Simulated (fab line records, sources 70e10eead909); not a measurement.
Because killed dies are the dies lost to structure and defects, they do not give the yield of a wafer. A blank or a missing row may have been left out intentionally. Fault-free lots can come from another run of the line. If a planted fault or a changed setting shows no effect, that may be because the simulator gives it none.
fab line records -- flow nandHarc
[record] lots = 6, wafers = 18, lastDay = 33
route steps=1302 shown P_CONTACT@248 P_M0@253 END@1302
lots with no fault: from the same line, run without faults
startH: hours from the record's opening day to when the first of the lot's shown wafers began -- waitH: hours elapsed since this lot's preceding step -- " the same as in the row above -- L1.1+2: a row that stands for several wafers -- - value missing, or start not given -- * or withheld: withheld -- < > ~ a bound
route shown NAME@n: NAME is a module with steps in the file, n the number in the route of the first one -- usual: average and standard deviation across the fault-free wafers -- same: alike in all rows -- chamber/n: place in a boat -- sites: per-site readings -- _std_site: their standard deviation -- _edge_site: inner sites' mean taken away from outer sites' mean -- radiusMm: for every site, how far away it sits from the centre of the wafer -- mask NAME#n: copy n -- behind: tool/chamber where the wafer was last shaped -- hold: what put the lot on hold/how long, in hours/how the hold closed -- device: names the non-switching transistor (n, p or np) -- end of line: at the end of the route, the tests of the same wafers -- a step given without rows: its recipe and nothing more -- killed: dies that structure and defects cost at the first sort, which is not the same as the wafer's yield -- map: per-die view of a wafer (x killed, . not killed, _ where there is no die)
set.NAME: setting as actually run; set.NAME@STEP: the setting as run at that earlier step -- model.NAME: the simulator's own value behind a step, which no gauge read
certain route steps with their lots: each step a table, each wafer a row
services: a tool's chamber out of use, with start hour (startH, from the record's first day; less than 0 if before it), hours out, and reason
[[steps]]
[step NHARC_P_CONTACT_CVD_23]
[recipe] targetThkA = 2000, tempC = 300, pressureTorr = 40, wf6FlowSccm = 40, h2FlowSccm = 1600, arFlowSccm = 1560, timeS = 557, material = W
[usual] heaterPowerW = 492/32, throttleValvePct = 8.1/0.31
lot.wafer,tool,chamber,startH,waitH,heaterPowerW,sinceWetCleanH,throttleValvePct
L743.3,cvdW-02,1,-,-,523,-,7.6
L743.4,cvdW-02,0,-,-,496,-,7.8
L743.5,cvdW-02,0,-,-,475,-,8.0
L747.1,cvdW-01,0,-,-,445,144,7.7
L747.4,cvdW-01,0,-,-,446,-,7.8
L747.5,cvdW-01,0,-,-,450,-,7.6
L756.2,cvdW-02,0,-,-,484,165,7.9
L756.4,cvdW-02,0,-,-,469,-,7.9
L756.3,cvdW-02,1,-,-,521,-,8.1
L760.1,cvdW-01,1,-,-,517,92,8.7
L760.4,cvdW-01,1,-,-,521,-,8.6
L760.5,cvdW-01,0,-,-,428,-,7.9
L763.2,cvdW-02,1,-,-,533,38,7.9
L763.4,cvdW-02,0,-,-,467,-,8.0
L763.5,cvdW-02,0,-,-,490,-,8.1
L764.2,cvdW-02,0,-,-,486,48,8.0
L764.3,cvdW-02,0,-,-,489,-,7.9
L764.6,cvdW-02,1,-,-,531,-,7.7
[step NHARC_P_CONTACT_CMP_24]
[recipe] tOverpolishS = 30, targetThkNm = 200
[usual] edgeZonePressureFrac = 1.000/0.0046, motorCurrentA = 12.1/1.2, overpolishRunS = 30.002/0.0095, timeToEndpointS = 41.3/2.7
lot.wafer,tool,chamber,startH,waitH,edgeZonePressureFrac,motorCurrentA,overpolishRunS,timeToEndpointS
L743.4,cmp-01,2,126.50,0.3,0.997,11.8,30.016,43.2
L743.3,cmp-01,1,126.50,0.3,0.996,12.5,30.020,40.3
L743.5,cmp-01,2,126.50,0.3,1.007,11.9,30.011,41.4
L747.1,cmp-01,1,162.36,0.5,1.000,12.5,30.002,44.4
L747.4,cmp-01,3,162.36,0.5,0.997,10.8,30.006,43.6
L747.5,cmp-01,0,162.36,0.5,1.000,13.0,30.007,41.4
L756.2,cmp-01,1,266.49,0.6,1.008,12.0,30.006,42.0
L756.4,cmp-01,2,266.49,0.6,1.007,11.9,29.993,42.1
L756.3,cmp-01,3,266.49,0.6,0.998,9.9,29.995,42.4
L760.4,cmp-01,0,290.93,0.4,0.997,13.1,29.978,40.4
L760.1,cmp-01,2,290.93,0.4,1.003,12.3,29.997,45.9
L760.5,cmp-01,0,290.93,0.4,0.998,13.7,30.002,44.1
L763.4,cmp-01,2,320.32,0.3,0.994,11.5,29.990,43.6
L763.2,cmp-01,0,320.32,0.3,1.004,12.8,29.994,38.9
L763.5,cmp-01,3,320.32,0.3,1.000,10.3,30.010,44.0
L764.2,cmp-01,2,330.40,0.6,0.999,11.8,30.006,41.6
L764.3,cmp-01,3,330.40,0.6,0.995,10.5,30.005,43.0
L764.6,cmp-01,3,330.40,0.6,1.002,10.6,30.004,41.6
[step NHARC_P_CONTACT_SRD_26]
[step NHARC_P_CONTACT_INSPECT_27]
[usual] rawDefectCount = 292/110
lot.wafer,tool,chamber,startH,waitH,rawDefectCount
L743.3,defectInspect-02,-,126.91,0.1,162
L743.4,defectInspect-02,-,126.91,0.1,294
L743.5,defectInspect-02,-,126.91,0.1,203
L747.1,defectInspect-02,-,162.74,0.1,196
L747.4,defectInspect-02,-,162.74,0.1,414
L747.5,defectInspect-02,-,162.74,0.1,379
L756.2,defectInspect-02,-,266.89,0.1,313
L756.3,defectInspect-02,-,266.89,0.1,180
L756.4,defectInspect-02,-,266.89,0.1,278
L760.1,defectInspect-01,-,291.30,0.1,112
L760.4,defectInspect-01,-,291.30,0.1,238
L760.5,defectInspect-01,-,291.30,0.1,150
L763.2,defectInspect-02,-,320.72,0.1,518
L763.4,defectInspect-02,-,320.72,0.1,542
L763.5,defectInspect-02,-,320.72,0.1,264
L764.2,defectInspect-01,-,330.81,0.1,210
L764.3,defectInspect-01,-,330.81,0.1,291
L764.6,defectInspect-01,-,330.81,0.1,405
[step NHARC_P_M0_DEP_00]
[recipe] targetThkA = 1500, targetThkNm = 150, tempC = withheld, pressureTorr = 5, flowSccm = 200, rfW = 600, material = SiOC
[step NHARC_P_M0_DEHYDRATE_01]
[recipe] tempC = 150, timeS = 120
[step NHARC_P_M0_HMDS_02]
[recipe] timeS = 30
[step NHARC_P_M0_COAT_33]
[recipe] tempC = 200, timeS = 65
[step NHARC_P_M0_COAT_03]
[recipe] spinRpm = 1500, resistThkNm = 90
[step NHARC_P_M0_SOFTBAKE_04]
[recipe] tempC = 105, timeS = 55
[step NHARC_P_M0_EBR_05]
[step NHARC_P_M0_EXPOSE_06]
[recipe] na = 1.35, targetCdNm = 90, doseMj = 81.28, maskId = P_M0
[usual] exposureDoseMJCm2 = 81.28/0.079, focusOffsetNm = -0.1/0.52
lot.wafer,tool,chamber,startH,waitH,mask,exposureDoseMJCm2,focusOffsetNm
L743.3,arfiScanner-01,0,127.68,-,P_M0#0,81.45,-0.5
L743.4,arfiScanner-01,0,127.68,-,P_M0#0,81.27,-0.5
L743.5,arfiScanner-01,0,127.68,-,P_M0#0,81.30,-0.7
L747.1,arfiScanner-02,0,163.50,-,P_M0#0,81.37,1.2
L747.4,arfiScanner-02,0,163.50,-,P_M0#0,81.28,0.0
L747.5,arfiScanner-02,0,163.50,-,P_M0#0,81.33,0.1
L756.2,arfiScanner-02,0,267.65,-,P_M0#0,117.54,-1.2
L756.3,arfiScanner-02,0,267.65,-,P_M0#0,117.66,0.1
L756.4,arfiScanner-02,0,267.65,-,P_M0#0,117.56,0.4
L760.1,arfiScanner-02,0,292.06,-,P_M0#0,110.33,0.2
L760.4,arfiScanner-02,0,292.06,-,P_M0#0,110.41,1.5
L760.5,arfiScanner-02,0,292.06,-,P_M0#0,110.20,0.6
L763.2,arfiScanner-01,0,321.35,-,P_M0#0,81.23,-0.2
L763.4,arfiScanner-01,0,321.35,-,P_M0#0,81.20,-0.9
L763.5,arfiScanner-01,0,321.35,-,P_M0#0,81.20,-0.1
L764.2,arfiScanner-01,0,331.45,-,P_M0#0,81.30,0.3
L764.3,arfiScanner-01,0,331.45,-,P_M0#0,81.19,-0.2
L764.6,arfiScanner-01,0,331.45,-,P_M0#0,81.25,0.5
[step NHARC_P_M0_PEB_07]
[recipe] pebTempC = 100, pebTimeS = 65
[step NHARC_P_M0_DEVELOP_08]
[recipe] developTimeS = 35, devTempC = 23
[step NHARC_P_M0_CD_MEAS_09]
[recipe] targetCdNm = 90, landingEnergyEv = 500
[usual] cdNm = 90.1/0.77
lot.wafer,tool,chamber,startH,waitH,cdNm
L743.3,cdSem-01,0,127.81,-,88.3
L743.4,cdSem-01,0,127.81,-,89.0
L743.5,cdSem-01,0,127.81,-,89.2
L747.1,cdSem-01,0,163.64,-,91.3
L747.4,cdSem-01,0,163.64,-,90.6
L747.5,cdSem-01,0,163.64,-,89.7
L756.2,cdSem-03,0,267.79,-,114.2
L756.3,cdSem-03,0,267.79,-,114.2
L756.4,cdSem-03,0,267.79,-,114.0
L760.1,cdSem-02,0,292.20,-,109.6
L760.4,cdSem-02,0,292.20,-,108.8
L760.5,cdSem-02,0,292.20,-,109.3
L763.2,cdSem-01,0,321.49,-,90.1
L763.4,cdSem-01,0,321.49,-,88.9
L763.5,cdSem-01,0,321.49,-,91.2
L764.2,cdSem-02,0,331.58,-,90.0
L764.3,cdSem-02,0,331.58,-,91.2
L764.6,cdSem-02,0,331.58,-,91.3
[step NHARC_P_M0_OVL_MEAS_10]
[recipe] pitchNm = 180
[usual] overlayXNm = 0.1/0.73, overlayYNm = 0.0/0.79
lot.wafer,tool,chamber,startH,waitH,overlayXNm,overlayYNm
L743.3,overlay-01,-,127.89,-,0.0,1.5
L743.4,overlay-01,-,127.89,-,-0.3,1.7
L743.5,overlay-01,-,127.89,-,-0.1,1.8
L747.1,overlay-02,-,163.73,-,0.2,0.0
L747.4,overlay-02,-,163.73,-,0.1,-0.7
L747.5,overlay-02,-,163.73,-,-0.3,-0.8
L756.2,overlay-02,-,267.88,-,0.1,-0.3
L756.3,overlay-02,-,267.88,-,0.7,-0.2
L756.4,overlay-02,-,267.88,-,0.6,-0.4
L760.1,overlay-01,-,292.29,-,-0.2,-0.4
L760.4,overlay-01,-,292.29,-,0.3,0.1
L760.5,overlay-01,-,292.29,-,-0.2,-0.1
L763.2,overlay-02,-,321.58,-,0.2,-0.1
L763.4,overlay-02,-,321.58,-,0.6,-0.4
L763.5,overlay-02,-,321.58,-,0.3,-0.6
L764.2,overlay-02,-,331.67,-,1.7,0.9
L764.3,overlay-02,-,331.67,-,0.9,0.6
L764.6,overlay-02,-,331.67,-,0.4,0.5
[step NHARC_P_M0_INSPECT_11]
[usual] rawDefectCount = 4.2/2.3
lot.wafer,tool,chamber,startH,waitH,rawDefectCount
L743.3,defectInspect-02,-,127.93,0.0,6
L743.4,defectInspect-02,-,127.93,0.0,3
L743.5,defectInspect-02,-,127.93,0.0,2
L747.1,defectInspect-01,-,163.77,0.0,7
L747.4,defectInspect-01,-,163.77,0.0,6
L747.5,defectInspect-01,-,163.77,0.0,4
L756.2,defectInspect-01,-,267.92,0.0,9
L756.3,defectInspect-01,-,267.92,0.0,2
L756.4,defectInspect-01,-,267.92,0.0,4
L760.1,defectInspect-02,-,292.33,0.0,6
L760.4,defectInspect-02,-,292.33,0.0,4
L760.5,defectInspect-02,-,292.33,0.0,6
L763.2,defectInspect-01,-,321.61,0.0,3
L763.4,defectInspect-01,-,321.61,0.0,1
L763.5,defectInspect-01,-,321.61,0.0,3
L764.2,defectInspect-01,-,331.71,0.0,3
L764.3,defectInspect-01,-,331.71,0.0,3
L764.6,defectInspect-01,-,331.71,0.0,7
[step NHARC_P_M0_DESCUM_14]
[recipe] timeS = 3, o2FlowSccm = 200, arFlowSccm = 0, biasPowerW = 0, chemistry = O2
[usual] drypumpMotorCurrentA = 5.7/0.46, oesProductAu = 1.002/0.012, rfVppV = 57.8/0.82, showerheadPlenumPTorr = 1.89/0.078, throttleValvePct = 11.309/0.0081
[same] biasPowerW = 0
lot.wafer,tool,chamber,startH,waitH,drypumpMotorCurrentA,oesProductAu,rfHoursCounterH,rfVppV,showerheadPlenumPTorr,throttleValvePct,model.P_M0.cdNm
L743.3,rieDiel-04,2,127.99,0.1,5.7,1.006,24,58.2,1.91,11.300,88.49
L743.4,rieDiel-04,1,127.99,0.1,5.2,1.010,25,58.2,1.82,11.309,87.44
L743.5,rieDiel-04,2,127.99,0.1,5.7,1.003,-,59.3,1.91,11.299,89.35
L747.1,rieDiel-11,0,163.84,0.1,6.0,0.992,25,57.7,2.07,11.299,90.99
L747.5,rieDiel-11,0,163.84,0.1,6.0,0.997,-,58.6,2.07,11.301,89.58
L747.4,rieDiel-11,1,163.84,0.1,6.3,0.991,-,56.4,1.92,11.306,90.98
L756.3,rieDiel-11,1,267.98,0.1,6.3,1.008,1,57.5,1.91,11.299,114.8
L756.4,rieDiel-11,2,267.98,0.1,5.3,1.021,1,58.1,1.86,11.314,113.9
L756.2,rieDiel-11,0,267.98,0.1,5.9,0.997,1,58.2,2.06,11.301,115
L760.4,rieDiel-04,2,292.40,0.1,5.7,1.003,19,56.9,1.90,11.316,109.7
L760.1,rieDiel-04,0,292.40,0.1,5.5,1.030,22,56.7,1.87,11.312,110.1
L760.5,rieDiel-04,1,292.40,0.1,5.2,1.001,-,57.2,1.82,11.305,109
L763.2,rieDiel-13,0,321.69,0.1,6.5,1.014,50,58.4,1.88,11.294,90.05
L763.4,rieDiel-13,1,321.69,0.1,4.8,0.994,56,57.7,1.87,11.318,89.65
L763.5,rieDiel-13,3,321.69,0.1,5.3,0.995,-,56.3,1.76,11.311,91.2
L764.3,rieDiel-04,3,331.77,0.1,5.7,1.002,28,58.4,1.91,11.309,91.5
L764.2,rieDiel-04,0,331.77,0.1,5.4,1.009,27,57.5,1.87,11.307,90.23
L764.6,rieDiel-04,3,331.77,0.1,5.7,0.997,-,58.4,1.91,11.302,91.24
[step NHARC_P_M0_ETCH_34]
[recipe] targetDepthA = 400, overetchA = 120, timeS = 43.94, ionEnergyEv = 200, n2FlowSccm = 150, h2FlowSccm = 150, arFlowSccm = 0, rfW = 400, biasW = 150, chemistry = N2/H2
[usual] drypumpMotorCurrentA = 5.7/0.47, n2FlowSccm = 150.0/0.47, oesProductAu = 1.003/0.0099, rfVppV = 430.1/2.6, showerheadPlenumPTorr = 2.02/0.088, throttleValvePct = 14.170/0.0092
lot.wafer,tool,chamber,startH,waitH,drypumpMotorCurrentA,n2FlowSccm,oesProductAu,rfHoursCounterH,rfVppV,showerheadPlenumPTorr,throttleValvePct
L743.4,rieDiel-04,0,128.08,0.1,5.5,150.0,1.003,24,428.6,2.01,14.161
L743.3,rieDiel-04,1,128.08,0.1,5.2,150.3,1.011,25,427.5,1.94,14.170
L743.5,rieDiel-04,3,128.08,0.1,5.7,149.7,0.999,-,430.6,2.05,14.172
L747.1,rieDiel-11,0,163.93,0.1,6.0,150.7,1.008,25,435.6,2.21,14.187
L747.4,rieDiel-11,1,163.93,0.1,6.3,149.7,1.004,-,431.8,2.04,14.181
L747.5,rieDiel-11,2,163.93,0.1,5.3,150.1,1.013,-,429.2,1.99,14.166
L756.3,rieDiel-11,3,268.06,0.1,6.2,149.5,0.999,1,435.8,2.22,14.182
L756.2,rieDiel-11,0,268.06,0.1,6.0,150.6,0.999,1,434.7,2.20,14.162
L756.4,rieDiel-11,1,268.06,0.1,6.3,149.5,1.007,1,432.1,2.03,14.160
L760.4,rieDiel-04,1,292.48,0.1,5.2,150.2,0.992,19,428.2,1.93,14.173
L760.1,rieDiel-04,2,292.48,0.1,5.7,150.3,1.000,19,429.9,2.03,14.168
L760.5,rieDiel-04,0,292.48,0.1,5.5,149.5,1.027,-,429.7,2.00,14.157
L763.4,rieDiel-13,2,321.77,0.1,5.6,150.1,0.987,54,429.5,1.97,14.170
L763.2,rieDiel-13,3,321.77,0.1,5.2,149.6,0.993,48,427.0,1.88,14.173
L763.5,rieDiel-13,0,321.77,0.1,6.5,150.3,1.017,-,428.3,2.00,14.163
L764.3,rieDiel-04,1,331.85,0.1,5.2,149.2,0.985,25,426.7,1.93,14.172
L764.2,rieDiel-04,3,331.85,0.1,5.7,149.7,1.001,28,429.1,2.04,14.162
L764.6,rieDiel-04,2,331.85,0.1,5.7,151.1,1.005,-,431.4,2.03,14.176
[step NHARC_P_M0_ETCH_15]
[recipe] targetDepthA = 1500, overetchA = 150, timeS = 82.5, c4f8FlowSccm = withheld, arFlowSccm = 400, rfW = 600, biasW = 300, chemistry = C4F8/Ar
[usual] oesProductAu = 0.963/0.021, rfVppV = 440.2/2.6
lot.wafer,tool,chamber,startH,waitH,oesProductAu,rfHoursCounterH,rfVppV,model.P_M0.cdNm
L743.3,rieDiel-04,0,-,-,0.997,24,438.6,88.55
L743.4,rieDiel-04,2,-,-,0.971,24,440.2,87.65
L743.5,rieDiel-04,1,-,-,0.992,-,437.3,89.23
L747.1,rieDiel-11,1,-,-,0.951,27,441.0,91.47
L747.5,rieDiel-11,1,-,-,0.957,-,440.3,89.27
L747.4,rieDiel-11,2,-,-,0.955,-,440.3,90.8
L756.3,rieDiel-11,1,-,-,0.983,1,442.2,114.8
L756.2,rieDiel-11,2,-,-,0.991,1,439.2,115.2
L756.4,rieDiel-11,3,-,-,0.973,1,445.7,113.9
L760.1,rieDiel-04,2,-,-,0.961,19,439.9,110
L760.4,rieDiel-04,1,-,-,0.954,19,438.6,109.4
L760.5,rieDiel-04,3,-,-,0.982,-,440.9,108.8
L763.2,rieDiel-13,2,-,-,0.953,54,438.0,90.67
L763.4,rieDiel-13,0,-,-,0.997,50,438.7,89.92
L763.5,rieDiel-13,3,-,-,0.957,-,435.8,91.3
L764.3,rieDiel-04,1,-,-,0.952,26,436.6,91.16
L764.2,rieDiel-04,2,-,-,0.965,24,439.6,90.16
L764.6,rieDiel-04,0,-,-,0.980,-,440.5,90.86
[step NHARC_P_M0_CD_MEAS_16]
[usual] cdNm = 90.2/0.97
lot.wafer,tool,chamber,startH,waitH,cdNm
L743.3,cdSem-03,-,128.30,-,88.7
L743.4,cdSem-03,-,128.30,-,87.6
L743.5,cdSem-03,-,128.30,-,89.5
L747.1,cdSem-01,-,164.24,-,91.4
L747.4,cdSem-01,-,164.24,-,90.8
L747.5,cdSem-01,-,164.24,-,89.2
L756.2,cdSem-01,-,268.28,-,115.5
L756.3,cdSem-01,-,268.28,-,115.1
L756.4,cdSem-01,-,268.28,-,113.9
L760.1,cdSem-01,-,292.69,-,110.0
L760.4,cdSem-01,-,292.69,-,109.3
L760.5,cdSem-01,-,292.69,-,108.5
L763.2,cdSem-02,-,321.97,-,90.5
L763.4,cdSem-02,-,321.97,-,89.8
L763.5,cdSem-02,-,321.97,-,91.4
L764.2,cdSem-03,-,332.07,-,90.3
L764.3,cdSem-03,-,332.07,-,91.4
L764.6,cdSem-03,-,332.07,-,90.6
[step NHARC_END_SORT_01]
[recipe] tempC = 25
[usual] defectLimitedYield = 91.1/2.9, killedAtArray = 55/20, killedAtOther = 0.7/0.96, killedAtPeriphery = 4.1/2.4, killedDies = 60/20, killedOpen = 3.3/1.9, killedShort = 2.8/1.6
[same] grossDies = 677
lot.wafer,tool,chamber,startH,waitH,defectLimitedYield[%],killedAtArray,killedAtOther,killedAtPeriphery,killedDies,killedOpen,killedShort
L743.3,prober-01,0,577.29,3.1,89.4,65,0,7,72,2,2
L743.4,prober-01,0,578.11,3.4,90.8,55,0,7,62,2,0
L743.5,prober-01,0,578.92,3.7,89.5,65,0,6,71,8,2
L756.2,prober-01,0,698.71,2.8,92.2,49,1,3,53,1,2
L756.3,prober-01,0,699.52,3.1,89.7,59,1,10,70,3,1
L756.4,prober-01,0,700.32,3.4,92.6,45,1,4,50,1,2
L760.1,prober-01,0,740.31,2.5,88.0,76,0,5,81,2,2
L760.4,prober-01,0,742.72,3.4,89.8,65,0,4,69,3,1
L760.5,prober-01,0,743.52,3.7,90.3,60,1,5,66,1,2
// killed by level:class
L743.3 A_CHANNEL_HOLE_D1:chamberFilmFlake=28 A_CHANNEL_HOLE_D2:chamberFilmFlake=22 A_STAIRCASE:chamberFilmFlake=4 A_BONDPAD:chamberFilmFlake=4 P_GATE:chamberFilmFlake=3 P_M1:chamberFilmFlake=3 A_WL_FILL:chamberFilmFlake=2 P_CONTACT:geometricParticle:open=1
L743.4 A_CHANNEL_HOLE_D2:chamberFilmFlake=27 A_CHANNEL_HOLE_D1:chamberFilmFlake=18 A_BONDPAD:chamberFilmFlake=6 P_GATE:chamberFilmFlake=3 P_M1:chamberFilmFlake=3 A_CONTACT:chamberFilmFlake=3 P_M1:geometricParticle:open=1 A_CHANNEL_FILL_D1:geometricParticle:open=1
L743.5 A_CHANNEL_HOLE_D1:chamberFilmFlake=26 A_CHANNEL_HOLE_D2:chamberFilmFlake=21 A_M0:geometricParticle:open=4 P_M1:chamberFilmFlake=4 A_STAIRCASE:chamberFilmFlake=3 P_GATE:chamberFilmFlake=2 A_CONTACT:chamberFilmFlake=2 A_CHANNEL_FILL_D1:geometricParticle:short=1
L756.2 A_SLIT:chamberFilmFlake=34 A_CHANNEL_HOLE_D1:chamberFilmFlake=6 A_STAIRCASE:chamberFilmFlake=4 A_WL_FILL:chamberFilmFlake=2 A_CHANNEL_FILL_D1:geometricParticle:open=1 A_CHANNEL_FILL_D1:geometricParticle:short=1 A_M0:geometricParticle:short=1 P_ZERO_WELL:chamberFilmFlake=1
L756.3 A_SLIT:chamberFilmFlake=39 A_STAIRCASE:chamberFilmFlake=10 P_M0:chamberFilmFlake=4 P_BONDPAD:chamberFilmFlake=3 A_SGD_CUT:chamberFilmFlake=3 A_CHANNEL_HOLE_D1:chamberFilmFlake=2 P_M0:geometricParticle:open=1 A_SOURCE_PLATE:geometricParticle:short=1
L756.4 A_SLIT:chamberFilmFlake=27 A_STAIRCASE:chamberFilmFlake=6 A_CHANNEL_HOLE_D1:chamberFilmFlake=4 A_WL_FILL:chamberFilmFlake=3 P_M0:geometricParticle:open=1 A_ONON_D2:geometricParticle:short=1 A_WL_FILL:geometricParticle:short=1 P_STI:chamberFilmFlake=1
L760.1 A_CHANNEL_HOLE_D1:chamberFilmFlake=29 A_CHANNEL_HOLE_D2:chamberFilmFlake=23 A_CONTACT:chamberFilmFlake=11 A_STAIRCASE:chamberFilmFlake=8 P_STI:chamberFilmFlake=3 A_SLIT:chamberFilmFlake=2 P_STI:geometricParticle:open=1 A_ONON_D1:geometricParticle:open=1
L760.4 A_CHANNEL_HOLE_D1:chamberFilmFlake=26 A_CHANNEL_HOLE_D2:chamberFilmFlake=21 A_STAIRCASE:chamberFilmFlake=6 A_SLIT:chamberFilmFlake=5 P_STI:chamberFilmFlake=2 P_GATE:chamberFilmFlake=2 A_WL_FILL:chamberFilmFlake=2 A_DECK1_JOINT:geometricParticle:short=1
L760.5 A_CHANNEL_HOLE_D1:chamberFilmFlake=23 A_CHANNEL_HOLE_D2:chamberFilmFlake=19 A_STAIRCASE:chamberFilmFlake=7 A_CONTACT:chamberFilmFlake=5 P_STI:chamberFilmFlake=2 P_GATE:chamberFilmFlake=2 A_SLIT:chamberFilmFlake=2 A_ONON_D1:geometricParticle:short=1
[[services]]
tool,chamber,startH,hours,kind
rieDiel-11,1,103.05,3.1,repair
arfiScanner-01,-,131.85,0.5,repair
arfiScanner-02,-,140.00,4.0,pm
arfiScanner-01,-,140.48,4.6,repair
rieDiel-11,0,143.70,8.3,repair
cmp-01,-,151.49,0.5,repair
rieDiel-11,3,159.50,6.7,repair
rieDiel-04,1,160.64,27.4,repair
rieDiel-13,-,165.23,9.0,pm
rieDiel-04,-,177.92,9.0,pm
cvdW-02,-,178.78,1.1,repair
cmp-01,-,188.32,4.0,pm
arfiScanner-02,-,194.71,0.9,repair
cmp-01,-,206.10,2.3,repair
rieDiel-04,2,222.96,7.9,repair
rieDiel-11,-,255.59,9.0,pm
cvdW-02,-,269.00,13.0,pm
rieDiel-11,3,270.66,5.1,repair
cmp-01,-,273.47,0.3,repair
cmp-01,-,286.32,4.0,pm
cmp-01,-,296.61,0.9,repair
rieDiel-04,-,311.62,0.4,repair
rieDiel-04,2,319.12,6.4,repair
cmp-01,-,331.64,0.9,repair
[[key]]
[firstSign] step = NHARC_P_M0_EXPOSE_06, reading = exposureDoseMJCm2, direction = up, sigmas = 99+, usual = 81.28, struck = 113.95
[effect] step = NHARC_P_M0_CD_MEAS_09, reading = cdNm, direction = up, sigmas = 28, usual = 90.1, struck = 111.7, through = controlLoop
[effect] step = NHARC_P_M0_CD_MEAS_16, reading = cdNm, direction = up, sigmas = 23, usual = 90.2, struck = 112.1, through = controlLoop
[modelEffect] step = NHARC_P_M0_DESCUM_14, value = P_M0.cdNm, without = 91.21, struck = 112.1
[modelEffect] step = NHARC_P_M0_ETCH_15, value = P_M0.cdNm, without = 91.13, struck = 112
metAt NHARC_P_M0_EXPOSE_06
struckWafers L756.2,L756.3,L756.4,L760.1,L760.4,L760.5
[loopTrim] step = NHARC_P_M0_EXPOSE_06, setting = dose, lots = L760
onsetBetween 163.50 267.65
[fault] kind = processParameterDrift, tool = arfiScanner-02, chamber = -, onsetH = 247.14, steps = NHARC_P_M0_EXPOSE_06, channel = doseMj, offset = 36.34, shape = step, actsIn = theseRecipesOnly, stated = 81.28
// loopTrim: a control loop set the setting to another value than it would have without faults
